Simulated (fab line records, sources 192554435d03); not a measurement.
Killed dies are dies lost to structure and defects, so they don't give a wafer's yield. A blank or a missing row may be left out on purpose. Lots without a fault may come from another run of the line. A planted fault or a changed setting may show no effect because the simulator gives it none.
A struck lot beside a sound one | flow n5_finfet | 33 steps out of a route of 1938
Sound: wafers L474.1, L474.4, L474.6. Struck: wafers L459.1, L459.4, L459.6. The cause comes at the end.
At each step with rows: each side's tool, then ch and its chambers, then its first start. Under that, the readings that differ: sound wafers | struck wafers | difference of the means | sigmas: that difference in standard deviations of wafers without a fault.
alike: readings whose means differ by less than 2 such deviations, and words and numbers that are the same on both sides. not compared: withheld readings, readings that some wafer has no value for, bounds like >300 that may hide the same value, and numbers for which the record gives no deviation and whose values overlap.
The two part at a step that has a row with sigmas, a row that says differs or no value, or rows on one side only. Numbers that don't overlap but have no deviation are shown without sigmas and don't part them. A reading that every wafer of one side lacks parts them only if that side has two wafers or more.

first, 7 steps without rows for these wafers: N5_SD_ACTIVATION_LSA_01 (time 0.0008 s); N5_ILD0_LINER_00 (material SiNx, target thk 4 nm, pulse time 1 s, purge time 2 s); N5_ILD0_FCVD_FILL_01 (material SiO2 flowable, target thk 200 nm, time 328.3 s); N5_ILD0_CURE_02 (time 1800 s); N5_ILD0_CMP_03 (polishes, stops on SiNx, t overpolish 1.9 s, target thk 197.38 nm); N5_ILD0_CMP_07 (polishes SiO2 flowable, stops on poly-Si, t overpolish 1.18 s, target thk 138.88 nm); N5_ILD0_PRECLEAN_10 (cleans in NF3:NH3, afs cycles 5, time 20 s, sublimation time 60 s).
N5_ILD0_ALD_15: deposits SiNx, target thk 24 nm, pulse time 1 s, ald cycles 480.
  sound on ald_sin-01 ch 1,3, day 8 23:53; struck on ald_sin-03 ch 0,3, day 5 06:48
  alike: heater_power_w, precursor_pulse_height_rel
then, 24 steps without rows for these wafers: N5_ILD0_CMP_12 (polishes SiNx, stops on poly-Si, t overpolish 6 s, target thk 17.67 nm); N5_SDB_HM_DEP_00 (deposits SiNx from SiH4/NH3/N2, target thk 40 nm, time 35.3 s); N5_SDB_COAT_03 (time 60 s, resist thk 100 nm); N5_SDB_COAT_04 (time 60 s, resist thk 18 nm); N5_SDB_COAT_05 (resist thk 90 nm); N5_SDB_EBR_07; N5_SDB_SOFTBAKE_06 (time 60 s); N5_SDB_EXPOSE_08 (exposes mask SDB); N5_SDB_PEB_09 (peb time 60 s); N5_SDB_DEVELOP_10 (develop time 30 s); N5_SDB_DESCUM_16 (chemistry O2, time 7.9 s); N5_SDB_ETCH_17 (etches SiARC in CF4, target depth 23.4 nm, time 39 s); N5_SDB_ETCH_18 (etches SOC in N2/H2, target depth 100 nm, overetch 20 nm, time 150 s); N5_SDB_STRIP_19 (strips in N2/H2); N5_SDB_STRIP_21 (strips in CF4); N5_SDB_HM_OPEN_20 (chemistry CH3F/O2, target SiNx, stops on poly-Si, target depth 24 nm); N5_SDB_STRIP_22 (strips in N2/H2); N5_SDB_PRECLEAN_23 (cleans in dHF, time 30 s); N5_SDB_DUMMY_REMOVE_24 (chemistry TMAH, target poly-Si, stops on SiO2, target depth 142 nm, time 57 s, rinse time 30 s); N5_SDB_ETCH_25 (etches SiO2 in C4F6/O2, target depth 10 nm, time 3.3 s); N5_SDB_CUT_ETCH_26 (etches Si in HBr/Cl2/O2, target depth 129.6 nm, bt time 20 s, time 51.8 s); N5_SDB_PRECLEAN_38 (cleans in dHF, time 10 s); N5_SDB_PRECLEAN_39 (cleans in O3/DIW, time 45 s); N5_SDB_SRD_28 (time 30 s).
-- the record jumps here: 9 days lie between the struck wafers' starts before and after (it left off in module SDB and takes up again in module PASSIVATION, whose first step shown is number 1936 of the route) --
N5_PASSIVATION_PROBE_49:
  the record has rows for the struck wafers here (prober-01, day 14 03:50) and none for the sound ones

WHERE THEY PART
Only at N5_PASSIVATION_PROBE_49, within this record.

WHY: what the simulator had put in
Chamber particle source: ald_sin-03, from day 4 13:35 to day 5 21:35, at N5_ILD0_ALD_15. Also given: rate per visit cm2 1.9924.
